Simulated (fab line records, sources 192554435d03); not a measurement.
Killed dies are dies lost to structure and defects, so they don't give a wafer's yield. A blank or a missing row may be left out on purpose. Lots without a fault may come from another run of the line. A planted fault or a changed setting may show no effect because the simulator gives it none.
fab line records | flow n5_finfet
record lots=4 wafers=11 last_day=19
route steps=1938 shown PMOS_HMC_CHANNEL_EPI@62 FIN_SAQP@90 BEOL_M4@1111 PASSIVATION@1936
lots that met no fault: from a run of the same line without faults
start_h: hours from the record's first day to the start of the lot's first wafer shown | wait_h: hours since the lot's step before | " the same as in the row above | L1.1+2: a row that stands for several wafers | - no value, or no start given | * or withheld: withheld | < > ~ a bound
route shown NAME@n: a module of which the file shows steps, and the number in the route of the first | usual: mean/standard deviation of fault-free wafers | same: alike in all rows | chamber/n: place in a boat | sites: the reading at each site | _std_site: their standard deviation | _edge_site: outer sites' mean less inner sites' | radius_mm: how far each site lies from the wafer's centre | mask NAME#n: copy n | behind: the tool/chamber that last shaped the wafer | hold: why the lot was held/for how many hours/how that ended | device: the transistor (n, p or np) that didn't switch | end of line: the same wafers' tests at the end of the route | a step without rows: its recipe alone | killed: dies lost to structure and defects at the first sort, not the wafer's yield | map: a wafer's dies, x killed, . not, _ none there
set.NAME: the setting as run; set.NAME@STEP: as run at that earlier step | model.NAME: the simulator's own value behind a step, which no gauge read
lots at some steps of the route; a table a step, a row a wafer
services: from which hour (start_h, from the record's first day; less than 0 if before it) a tool's chamber was out of use, for how many hours, and why
## steps
# step N5_PMOS_HMC_CHANNEL_EPI_EXPOSE_06
# recipe mask_id=PMOS_HMC_BLK na=1.35 source_shape=conventional sigma_outer=0.8 polarization=unpolarized target_cd_nm=240 dose_mj=41
# step N5_PMOS_HMC_CHANNEL_EPI_PEB_07
# recipe peb_temp_c=110 peb_time_s=60 resist=CAR-ArF-block
# step N5_PMOS_HMC_CHANNEL_EPI_DEVELOP_08
# recipe develop_time_s=30 developer=TMAH resist=CAR-ArF-block dev_temp_c=23 rinse_liquid=diw dry=air_spin
# step N5_PMOS_HMC_CHANNEL_EPI_DESCUM_14
# recipe chemistry=O2 time_s=7.9 source_power_w=50 bias_power_w=20 pressure_mtorr=20 rf_frequency_hz=2.712e+07 temp_c=40 resist=CAR-ArF-block o2_flow_sccm=225
# step N5_PMOS_HMC_CHANNEL_EPI_ETCH_32
# recipe chemistry=N2/H2 target=BARC stop_on=SiO2 target_depth_a=858 over_etch_frac=0.3 time_s=50.3 ion_energy_ev=200 mask_material=CAR-ArF-block pressure_mtorr=30 source_w=840 bias_w=150 n2_flow_sccm=200 h2_flow_sccm=200
# step N5_PMOS_HMC_CHANNEL_EPI_HM_OPEN_15
# recipe chemistry=CHF3/O2 target=SiO2 mask_material=CAR-ArF-block target_depth_a=406 CHF3_flow_sccm=50 O2_flow_sccm=5 Ar_flow_sccm=200 time_s=20.3 pressure_mtorr=30 source_w=650 bias_w=170 ion_energy_ev=200
# step N5_PMOS_HMC_CHANNEL_EPI_STRIP_33
# recipe chemistry=N2/H2 power_w=500 temp_c=40 pressure_mtorr=50 rf_frequency_hz=6e+07 overash_fraction=0.3 bias_power_w=8 h2_frac=0.5 n2_flow_sccm=300 h2_flow_sccm=300
# step N5_PMOS_HMC_CHANNEL_EPI_STRIP_17
# recipe chemistry=SPM time_s=750 temp_c=130 h2so4_h2o2_vol_ratio=4 dry=ipa_marangoni
# step N5_PMOS_HMC_CHANNEL_EPI_ETCH_38
# recipe chemistry=CF4 target=SiO2 target_depth_a=15 ion_energy_ev=350 pressure_mtorr=10 icp_w=800 bias_w=400 cf4_flow_sccm=80
# step N5_PMOS_HMC_CHANNEL_EPI_FIN_RECESS_16
# recipe chemistry=HBr/Cl2 target=Si mask_material=SiO2 target_depth_a=540 time_s=18 pressure_mtorr=10 icp_w=800 bias_w=75 HBr_flow_sccm=150 Cl2_flow_sccm=80
# usual HBr_flow_sccm=150.0/0.37 bias_w=74.99/0.22 drypump_motor_current_A=5.8/0.49 oes_product_au=0.996/0.013 rf_fwd_power_W=795.0/2.7 throttle_valve_pct=35.48/0.26
# columns lot.wafer tool chamber start_h wait_h HBr_flow_sccm bias_w drypump_motor_current_A oes_product_au rf_fwd_power_W rf_hours_counter_h throttle_valve_pct model.SiO2_of_PMOS_HMC_CHANNEL_EPI_HM_DEP_34.thk_nm
L354.3 rie_si-02 1 24.44 0.0 150.2 74.58 5.1 1.001 797.5 92 35.98 30.74
L354.4 " 0 " " 149.4 74.97 5.7 1.000 794.5 72 35.54 30.29
L354.6 " 0 " " 149.7 74.86 5.7 0.988 798.7 - 35.54 31.22
L362.1 rie_si-02 3 71.85 0.0 - - - - - - - 34.06
L362.2 " 0 " " - - - - - - - 33.74
L362.4 " 1 " " - - - - - - - 34.75
L363.1 rie_si-03 0 77.46 0.0 - - - - - - - 33.54
L363.3 " 1 " " - - - - - - - 33.83
L363.5 " 2 " " - - - - - - - 34.44
L376.5 rie_si-03 1 157.82 0.0 149.5 75.07 5.2 0.997 792.9 - 35.25 30.36
L376.6 " 2 " " 150.4 75.25 6.1 0.990 795.3 - 35.37 30.57
# step N5_PMOS_HMC_CHANNEL_EPI_PRECLEAN_36
# recipe chemistry=O3/DIW time_s=45 temp_c=22 o3_ppm=10
# step N5_PMOS_HMC_CHANNEL_EPI_PRECLEAN_18
# recipe chemistry=DHF time_s=30 temp_c=25 dilution=withheld
# usual temp_c=24.99/0.12
# columns lot.wafer tool chamber start_h wait_h temp_c model.SiO2_of_PMOS_HMC_CHANNEL_EPI_HM_DEP_34.thk_nm
L354.3 wet_bench-04 6 24.55 0.0 25.13 25.32
L354.4 " 2 " " 25.03 24.85
L354.6 " 7 " " 25.06 25.79
L362.1 wet_bench-06 4 71.96 0.0 24.99 28.48
L362.2 " 6 " " 24.94 28.16
L362.4 " 5 " " 24.99 29.16
L363.1 wet_bench-06 2 77.57 0.0 24.99 27.94
L363.3 " 1 " " 25.19 28.24
L363.5 " 3 " " 24.89 28.82
L376.5 wet_bench-06 5 157.90 0.0 24.93 24.83
L376.6 " 3 " " 24.97 25.05
# step N5_PMOS_HMC_CHANNEL_EPI_SRD_19
# recipe dry=ipa_marangoni do_ppb=5 time_s=30 temp_c=23 rinse_liquid=diw
# step N5_PMOS_HMC_CHANNEL_EPI_EPI_20
# recipe material=SiGe30 mask_material=SiO2 pressure_torr=20 target_thk_a=590 temp_c=600
# step N5_PMOS_HMC_CHANNEL_EPI_HM_STRIP_35
# recipe chemistry=dHF temp_c=25 material=SiO2 target=SiO2 target_depth_a=396 time_s=216
# step N5_PMOS_HMC_CHANNEL_EPI_SRD_39
# recipe dry=ipa_marangoni time_s=30 temp_c=23 rinse_liquid=diw
# step N5_PMOS_HMC_CHANNEL_EPI_CMP_21
# recipe material=SiGe30 post_cmp_clean=alkaline_brush target_thk_nm=54
# step N5_PMOS_HMC_CHANNEL_EPI_PRECLEAN_40
# recipe chemistry=DHF time_s=30 temp_c=25 dilution=withheld
# step N5_PMOS_HMC_CHANNEL_EPI_PRECLEAN_37
# recipe chemistry=O3/DIW time_s=45 temp_c=22 o3_ppm=10
# step N5_PMOS_HMC_CHANNEL_EPI_PRECLEAN_24
# recipe chemistry=DHF time_s=30 temp_c=25 dilution=withheld
# step N5_PMOS_HMC_CHANNEL_EPI_SRD_25
# recipe dry=ipa_marangoni do_ppb=5 time_s=30 temp_c=23 rinse_liquid=diw
# step N5_PMOS_HMC_CHANNEL_EPI_EPI_26
# recipe material=Si target_thk_a=38 temp_c=650 precursor=SiH4/H2 pressure_torr=20 time_s=22.7
# step N5_FIN_SAQP_PRECLEAN_42
# recipe chemistry=O3/DIW time_s=60 temp_c=22 o3_ppm=10
# step N5_FIN_SAQP_PRECLEAN_00
# recipe chemistry=SC1 time_s=60 temp_c=55 mix=1:2:50
# step N5_FIN_SAQP_PRECLEAN_44
# recipe chemistry=SC2 time_s=45 temp_c=35 mix=1:1:50
# step N5_FIN_SAQP_SRD_01
# recipe dry=ipa_marangoni time_s=30 temp_c=23 rinse_liquid=diw
# step N5_FIN_SAQP_ALD_61
# recipe material=SiO2 target_thk_a=40 temp_c=300 ald_precursor_family=BDEAS ald_co_reactant=O2-plasma pulse_time_s=1 purge_time_s=2 co_reactant_purge_time_s=2 ald_cycles=43 pressure_torr=2
# step N5_FIN_SAQP_DENSIFY_62
# recipe temp_c=700 time_s=60 ambient=N2 idle_temp_c=600 ramp_up_c_per_s=150 ramp_down_c_per_s=60 cool_to_c=600
# step N5_FIN_SAQP_HM_DEP_03
# recipe material=SiNx target_thk_a=380 temp_c=400 precursor=SiH4/NH3/N2 pressure_torr=1.5 rf_w=300 time_s=33.6
# step N5_FIN_SAQP_PECVD_47
# recipe material=a-Si target_thk_a=450 temp_c=400 precursor=SiH4/He pressure_torr=3 rf_w=100 time_s=36.3
# step N5_FIN_SAQP_PECVD_48
# recipe material=SiNx target_thk_a=250 temp_c=400 precursor=SiH4/NH3/N2 pressure_torr=1.5 rf_w=300 time_s=22.1
# step N5_FIN_SAQP_PECVD_06
# recipe material=a-Si target_thk_a=600 temp_c=400 precursor=SiH4/He pressure_torr=3 rf_w=100 time_s=48.1
# step N5_FIN_SAQP_HM_DEP_72
# recipe material=SiO2 target_thk_a=120 temp_c=400 precursor=SiH4/N2O pressure_torr=0.75 rf_w=275 time_s=7.2
# step N5_FIN_SAQP_COAT_49
# recipe resist=SOC temp_c=250 time_s=60 spin_rpm=1500 resist_thk_nm=100
# step N5_FIN_SAQP_OVL_MEAS_17
# recipe points_per_wafer=44
# usual FIN_CORE_OVL=-0.1/0.96
# columns lot.wafer tool chamber start_h wait_h FIN_CORE_OVL[nm]
L354.3 overlay-02 0 29.03 0.0 -0.6
L354.4 " 0 " " 0.1
L354.6 " 0 " " -0.5
L362.1 overlay-02 0 76.00 0.0 -
L362.2 " 0 " " -
L362.4 " 0 " " -
L363.1 overlay-01 0 81.09 0.0 -
L363.3 " 0 " " -
L363.5 " 0 " " -
L376.5 overlay-01 0 161.73 0.0 0.3
L376.6 " 0 " " -0.3
# step N5_BEOL_M4_RC_MEAS_101
# usual CJ_P=5.84/0.15 DIBL_N=37.2/2.1 DIBL_P=37.3/2.3 IOFF_N=0.18/0.041 IOFF_P=0.24/0.042 IOFF_P_85C=4.0/0.61 IOFF_P_LIN=0.109/0.015 IOFF_P_LONG=0.000108/8e-06 ION_N=680/13 ION_P=466/7.7 REXT_P=101.0/2.7 SS_N=71.8/0.68 SS_P=73.5/0.66 VT_N=249/3.6 VT_P=-248/3.4 VT_P_LONG=-275.0/2.9 VT_P_LVT=-97.4/2.8
# columns lot.wafer tool chamber start_h wait_h CJ_P DIBL_N[mV/V] DIBL_P[mV/V] IOFF_N[nA/um] IOFF_P[nA/um] IOFF_P_85C[nA/um] IOFF_P_LIN[nA/um] IOFF_P_LONG[nA/um] ION_N[uA/um] ION_P[uA/um] REXT_P[ohm.um] SS_N[mV/dec] SS_P[mV/dec] VT_N[mV] VT_P[mV] VT_P_LONG[mV] VT_P_LVT[mV]
L354.3 prober-01 0 185.33 0.3 5.83 35.0 35.9 0.15 0.21 3.6 0.098 0.000105 671 455 104.6 71.6 73.2 253 -254 -277.0 -99.6
L354.4 " 0 " " 5.97 38.3 39.4 0.24 0.28 4.7 0.123 0.000107 704 472 106.1 71.5 74.0 244 -244 -275.7 -95.2
L354.6 " 0 " " 5.98 35.0 35.1 0.15 0.20 3.5 0.095 0.000108 674 462 106.9 71.5 73.7 250 -251 -274.3 -99.9
L362.1 prober-02 0 228.02 0.0 6.39 34.0 55.0 0.15 0.00 0.1 0.001 3.1e-05 676 119 81.4 71.2 76.8 250 -414 -493.8 -261.6
L362.2 " 0 " " 6.37 34.9 55.8 0.17 0.00 0.1 0.001 3.1e-05 680 119 81.0 72.8 76.2 248 -409 -491.4 -262.2
L362.4 " 0 " " 6.48 30.1 51.2 0.09 0.00 0.0 0.001 3.3e-05 659 120 80.1 70.6 75.6 255 -413 -493.4 -264.3
L363.1 prober-02 0 232.34 0.0 6.48 36.4 57.0 0.16 0.00 0.1 0.001 2.9e-05 669 119 78.2 70.7 76.9 248 -409 -495.9 -268.5
L363.3 " 0 " " 6.39 38.1 57.8 0.21 0.00 0.1 0.001 2.7e-05 686 118 79.0 71.7 77.2 246 -409 -495.5 -263.1
L363.5 " 0 " " 6.36 37.6 56.7 0.20 0.00 0.1 0.001 2.7e-05 689 119 78.7 71.3 76.1 245 -409 -487.4 -266.2
L376.5 prober-02 0 336.51 0.6 5.41 39.7 40.4 0.25 0.33 5.3 0.139 0.000109 698 472 102.3 72.4 74.7 246 -243 -274.4 -92.4
L376.6 " 0 " " 5.79 39.6 39.7 0.24 0.31 5.0 0.132 0.000111 690 468 101.2 72.3 74.9 247 -244 -274.8 -94.0
# step N5_PASSIVATION_PROBE_49
# usual defect_limited_yield=91.0/1.6 killed_at_M0_to_M3=35/11 killed_at_M4_up=14/5.3 killed_at_contacts=13/6.7 killed_at_front_end=41/12 killed_at_other=3.9/2.7 killed_dies=106/19 killed_open=70/14 killed_short=35/8.8 sort_bin_5_function=5.3/1 sort_bin_6_memory=3.3/0.81 sort_bin_8_speed=0.00/0.0072 sort_n_pass=1073/19 sort_yield_pct=91.0/1.6
# same gross_dies=1180 killed_at_back_side=0 sort_bin_4_leakage[%]=0
# columns lot.wafer tool chamber start_h wait_h defect_limited_yield[%] killed_at_M0_to_M3 killed_at_M4_up killed_at_contacts killed_at_front_end killed_at_other killed_dies killed_open killed_short sort_bin_5_function[%] sort_bin_6_memory[%] sort_bin_8_speed[%] sort_n_pass sort_yield_pct[%]
L354.3 prober-02 - 303.33 0.1 93.6 39 4 10 22 1 76 47 28 3.9 2.1 0 1104 93.6
L354.4 prober-02 - 303.38 0.2 92.7 22 7 7 49 1 86 43 36 3.7 2.9 0 1094 92.7
L354.6 prober-02 - 303.48 0.3 92.4 30 9 16 35 0 90 53 36 4.7 2.8 0 1090 92.4
L362.1 prober-01 - 335.31 0.0 92.5 26 17 3 38 4 88 67 20 4.2 3.2 92.54 0 0
L362.2 prober-01 - 335.36 0.1 91.4 35 18 5 39 5 102 68 34 5.1 3.2 91.36 0 0
L362.4 prober-01 - 335.46 0.2 89.5 38 16 21 45 4 124 75 48 5.6 4.5 89.49 0 0
L363.1 prober-01 - 339.96 0.0 91.9 41 15 0 36 4 96 67 27 5.0 3.1 91.86 0 0
L363.3 prober-01 - 340.06 0.1 89.7 58 12 6 41 4 121 85 35 6.8 3.2 89.75 0 0
L363.5 prober-01 - 340.16 0.2 94.9 19 13 6 20 2 60 39 19 3.6 1.5 94.92 0 0
L376.5 prober-01 - 450.51 0.5 92.7 36 7 14 29 0 86 59 27 4.4 2.9 0 1094 92.7
L376.6 prober-01 - 450.56 0.6 91.4 22 9 10 59 2 102 64 38 5.3 3.0 0 1078 91.4
# killed by level:class
L354.3 BEOL_M3:geometric_particle:open=8 MOL_CONTACT_COAG:geometric_particle:open=8 BEOL_M0_SAQP:geometric_particle:short=8 BEOL_M0_SAQP:geometric_particle:open=5 BEOL_M1:geometric_particle:open=5 BEOL_M2:geometric_particle:short=5 FIN_SAQP:geometric_particle:open=3 GATE_CUT:geometric_particle:open=3
L354.4 FIN_SAQP:geometric_particle:short=16 FIN_SAQP:geometric_particle:open=7 GATE_CUT:geometric_particle:short=7 BEOL_M2:geometric_particle:short=5 BEOL_M0_SAQP:geometric_particle:open=5 STARTING-WAFER:geometric_particle:open=5 HKMG_FIN:area_etch=5 MOL_CONTACT_COAG:geometric_particle:open=4
L354.6 MOL_CONTACT_COAG:geometric_particle:open=14 FIN_SAQP:geometric_particle:open=9 BEOL_M0_SAQP:geometric_particle:short=9 FIN_SAQP:geometric_particle:short=7 GATE_CUT:geometric_particle:short=6 BEOL_M2:geometric_particle:short=5 DUMMY_GATE:geometric_particle:open=5 BEOL_M2:geometric_particle:open=4
L362.1 STI_FIN_REVEAL:geometric_particle:open=14 BEOL_M4:geometric_particle:open=10 FIN_SAQP:geometric_particle:open=8 BEOL_M3:geometric_particle:open=8 BEOL_M1:geometric_particle:open=7 FIN_SAQP:geometric_particle:short=4 MOL_CONTACT_COAG:geometric_particle:open=3 BEOL_M0_SAQP:geometric_particle:open=3
L362.2 BEOL_M4:geometric_particle:open=12 BEOL_M0_SAQP:geometric_particle:open=11 FIN_SAQP:geometric_particle:short=10 BEOL_M0_SAQP:geometric_particle:short=10 FIN_SAQP:geometric_particle:open=9 BEOL_M0:geometric_particle:open=6 STI_FIN_REVEAL:geometric_particle:open=5 DUMMY_GATE:geometric_particle:open=5
L362.4 STI_FIN_REVEAL:geometric_particle:open=16 MOL_CONTACT_COAG:geometric_particle:open=14 BEOL_M0_SAQP:geometric_particle:short=14 FIN_SAQP:geometric_particle:short=9 MOL_CONTACT_COAG:geometric_particle:short=7 DUMMY_GATE:geometric_particle:open=6 BEOL_M0_SAQP:geometric_particle:open=6 BEOL_M4:geometric_particle:open=6
L363.1 FIN_SAQP:geometric_particle:open=17 BEOL_M3:geometric_particle:open=10 BEOL_M0_SAQP:geometric_particle:short=9 BEOL_M0_SAQP:geometric_particle:open=8 BEOL_M4:geometric_particle:open=7 BEOL_M2:geometric_particle:open=5 GATE_CUT:geometric_particle:short=4 FIN_SAQP:geometric_particle:short=3
L363.3 FIN_SAQP:geometric_particle:open=20 BEOL_M0_SAQP:geometric_particle:open=20 BEOL_M0_SAQP:geometric_particle:short=16 BEOL_M1:geometric_particle:open=7 BEOL_M3:geometric_particle:open=6 MOL_CONTACT_COAG:geometric_particle:open=5 FIN_SAQP:geometric_particle:short=4 DUMMY_GATE:geometric_particle:open=3
L363.5 BEOL_M2:geometric_particle:open=5 BEOL_M3:geometric_particle:open=5 MOL_CONTACT_COAG:geometric_particle:open=4 BEOL_M4:geometric_particle:open=4 FIN_SAQP:geometric_particle:short=3 FIN_SAQP:geometric_particle:open=3 STI_FIN_REVEAL:geometric_particle:open=3 GATE_CUT:geometric_particle:short=3
L376.5 MOL_CONTACT_COAG:geometric_particle:open=13 BEOL_M1:geometric_particle:open=12 BEOL_M0_SAQP:geometric_particle:open=9 FIN_SAQP:geometric_particle:short=7 FIN_SAQP:geometric_particle:open=4 STI_FIN_REVEAL:geometric_particle:open=4 BEOL_M3:geometric_particle:open=4 BEOL_M3:geometric_particle:short=4
L376.6 FIN_SAQP:geometric_particle:open=17 MOL_CONTACT_COAG:geometric_particle:open=8 DUMMY_GATE:geometric_particle:open=7 GATE_CUT:geometric_particle:short=7 STI_FIN_REVEAL:geometric_particle:open=5 DUMMY_GATE:geometric_particle:short=4 BEOL_M0_SAQP:geometric_particle:short=4 STARTING-WAFER:geometric_particle:open=4
# map L362.4 (x killed, . not)
_________________...........x________________
______________......x..........._____________
___________.........x.x..x.....x...__________
__________.........................._________
________....x..xx.....x..............._______
_______x........xx.x..................x______
______...........xx.....x..............x_____
_____...x.x..x...........x.x.........x...____
____...............x......................___
___..x.x.x........xx.......x....x......x...__
___........................x....x..........__
__.......x.x..x....................x........_
__......x.......xx..............x..........._
_x...................x.x...........x.x.x.....
_..........x.....x.x....x..................xx
_..........................xxx...........x..x
_...........................x.......x........
_..........x............x...................x
_......x............x........................
_.....x.....x.....................x..........
_...x............x..x.................xx.....
__..x...x...x........................xx....._
__.............x...x..x.......xxx.........x._
___..x........x............x...x...x.......__
___x..x.........xxx.........x..............__
____.....................xx......x...x....___
_____.........xx.....x.............x.....____
______.x....x.xx......x................._____
_______.....x.x......................x.______
________..x..........................._______
__________.........x..............x._________
___________.........xx...x..x....x.__________
______________..........x......._____________
_________________............________________
# map L363.3 (x killed, . not)
_________________..x.........________________
______________.....x......x....x_____________
___________.......x................__________
__________........................x._________
________.........x.............x......_______
_______............x..........x..x..x..______
______.x..x.x......x.................x.._____
_____...............xx...................____
____.....x..x..........x....x.............___
___...x..x..x....xxx............xx........x__
___xx.................x....x...............__
__..x..x.x.....x......x......x.xx......xxx.._
__x.....x.........x...............x.x..x...._
_.....x......x.......xx........x...x.........
_xx......x...x..............................x
_.......x..........x...........x..........x.x
_.....x........xx.........x...xx.........x...
_................................x...........
_x................x......................x...
_x................x...x.x.......x............
_....x.................x....x.....x..x......x
__..............x..............x......x....._
__.........x........................x......._
___......................x...........x.....__
___........x..xx.......x...................__
____....x.........x.......................___
_____.....x..x....x.x....................____
______...............x.................._____
_______...............x............x...______
________.......xx..x...x.............._______
__________..................x......._________
___________................xx....x.__________
______________.................._____________
_________________.....x.....x________________
## services
# columns tool chamber start_h hours kind
rie_si-03 2 1.87 8.5 repair
rie_si-03 - 79.35 2.8 pm
wet_bench-04 - 133.41 0.7 repair
## key
first_sign step=N5_PMOS_HMC_CHANNEL_EPI_FIN_RECESS_16 reading=tool_record direction=missing
effect step=N5_FIN_SAQP_OVL_MEAS_17 reading=FIN_CORE_OVL direction=missing
effect step=N5_BEOL_M4_RC_MEAS_101 reading=VT_P_LONG direction=down sigmas=76 usual=-275.0 struck=-492.9
effect step=N5_BEOL_M4_RC_MEAS_101 reading=VT_P_LVT direction=down sigmas=60 usual=-97.4 struck=-264.3
effect step=N5_BEOL_M4_RC_MEAS_101 reading=VT_P direction=down sigmas=48 usual=-248 struck=-410
effect step=N5_BEOL_M4_RC_MEAS_101 reading=ION_P direction=down sigmas=45 usual=466 struck=119
effect step=N5_BEOL_M4_RC_MEAS_101 reading=IOFF_P_LONG direction=down sigmas=9.7 usual=0.000108 struck=3e-05
effect step=N5_BEOL_M4_RC_MEAS_101 reading=REXT_P direction=down sigmas=7.9 usual=101.0 struck=79.7
effect step=N5_BEOL_M4_RC_MEAS_101 reading=DIBL_P direction=up sigmas=7.9 usual=37.3 struck=55.6
effect step=N5_BEOL_M4_RC_MEAS_101 reading=IOFF_P_LIN direction=down sigmas=7.3 usual=0.109 struck=0.001
effect step=N5_BEOL_M4_RC_MEAS_101 reading=IOFF_P_85C direction=down sigmas=6.5 usual=4.0 struck=0.1
effect step=N5_BEOL_M4_RC_MEAS_101 reading=IOFF_P direction=down sigmas=5.6 usual=0.24 struck=0.00
effect step=N5_BEOL_M4_RC_MEAS_101 reading=SS_P direction=up sigmas=4.4 usual=73.5 struck=76.5
effect step=N5_BEOL_M4_RC_MEAS_101 reading=CJ_P direction=up sigmas=3.9 usual=5.84 struck=6.41
effect step=N5_PASSIVATION_PROBE_49 reading=sort_bin_8_speed direction=up sigmas=99+ usual=0.00 struck=91.65
model_effect step=N5_PMOS_HMC_CHANNEL_EPI_FIN_RECESS_16 value=SiO2_of_PMOS_HMC_CHANNEL_EPI_HM_DEP_34.thk_nm without=29.91 struck=34.06
model_effect step=N5_PMOS_HMC_CHANNEL_EPI_PRECLEAN_18 value=SiO2_of_PMOS_HMC_CHANNEL_EPI_HM_DEP_34.thk_nm without=24.31 struck=28.47
met_at N5_PMOS_HMC_CHANNEL_EPI_FIN_RECESS_16
struck_wafers L362.1,L362.2,L362.4,L363.1,L363.3,L363.5
onset_between 24.44 71.85
fault kind=skipped_step_whole tool=rie_si-02,rie_si-03 chamber=- onset_h=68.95 steps=N5_PMOS_HMC_CHANNEL_EPI_FIN_RECESS_16 scope=struck_lots_only
